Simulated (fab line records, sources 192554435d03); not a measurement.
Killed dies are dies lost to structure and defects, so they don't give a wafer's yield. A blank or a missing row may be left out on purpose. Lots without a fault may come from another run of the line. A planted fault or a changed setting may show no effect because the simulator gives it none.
Chamber matching | flow n5_finfet | N5_BEOL_M0_TRENCH_ETCH_107 on rie_diel-03: 4 sister chambers
The step etches SiOC in C4F6/O2, target depth 32.8 nm, time 16.4 s. 18 wafers are shown with their chamber, then 9 later ones without.

WAFERS WITH THEIR CHAMBER
wafer  | chamber | rf_vpp_V (V) | drypump_motor_current_A (A) | showerhead_plenum_p_Torr (Torr)
L074.1 | 2       | 676          | 5.3                         | 2.90
L074.2 | 0       | 643          | 5.8                         | 2.82
L074.4 | 3       | 674          | 5.5                         | 2.92
L079.2 | 3       | 673          | 5.5                         | 2.92
L079.3 | 1       | 698          | 6.3                         | 2.87
L079.6 | 2       | 676          | 5.4                         | 2.89
L084.2 | 2       | 677          | 5.4                         | 2.89
L084.3 | 1       | 700          | 6.4                         | 2.87
L084.6 | 2       | 676          | 5.3                         | 2.89
L085.1 | 1       | 697          | 6.3                         | 2.86
L085.3 | 2       | 676          | 5.4                         | 2.88
L085.4 | 0       | 641          | 5.8                         | 2.81
L088.1 | 3       | 674          | 5.5                         | 2.91
L088.5 | 2       | 674          | 5.4                         | 2.88
L088.6 | 1       | 696          | 6.3                         | 2.86
L093.1 | 0       | 641          | 5.8                         | 2.81
L093.3 | 3       | 673          | 5.5                         | 2.90
L093.4 | 1       | 698          | 6.3                         | 2.86

SIGNATURES (means of the wafers above)
reading                  | chamber 0 | chamber 1 | chamber 2 | chamber 3 | scatter within a chamber
rf_vpp_V                 | 641.67    | 697.80    | 675.83    | 673.50    | 1.11
drypump_motor_current_A  | 5.800     | 6.320     | 5.367     | 5.500     | 0.039
showerhead_plenum_p_Torr | 2.8133    | 2.8640    | 2.8883    | 2.9125    | 0.00729
Rule: a wafer's distance from a chamber is the root of the sum, over the readings, of the square of ((its reading less the chamber's mean) divided by the reading's scatter). The wafer belongs to the nearest chamber; if the next one is less than 2 further off, it can't be placed. The scatter: the root of (the sum of the squares of (reading less its chamber's mean) over the shown wafers, divided by (wafers less chambers)).

WAFERS WITHOUT THEIR CHAMBER
wafer  | rf_vpp_V (V) | drypump_motor_current_A (A) | showerhead_plenum_p_Torr (Torr)
L094.2 | 641          | 5.8                         | 2.81
L094.3 | 672          | 5.4                         | 2.90
L094.5 | 697          | 6.3                         | 2.86
L095.4 | 672          | 5.5                         | 2.90
L095.5 | 676          | 5.3                         | 2.88
L095.6 | 696          | 6.3                         | 2.86
L096.4 | 675          | 5.4                         | 2.88
L096.5 | 643          | 5.8                         | 2.80
L096.6 | 673          | 5.5                         | 2.90

WHICH CHAMBER EACH WENT THROUGH
wafer  | from the rows above     | in truth
L094.2 | 0                       | 0
L094.3 | can't be placed: 3 or 2 | 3
L094.5 | 1                       | 1
L095.4 | 3                       | 3
L095.5 | 2                       | 2
L095.6 | 1                       | 1
L096.4 | 2                       | 2
L096.5 | 0                       | 0
L096.6 | 3                       | 3
Placed correctly: 8 of 9. Can't be placed from these rows: 1 (the true chamber is among the candidates in 1). Placed wrongly: 0.
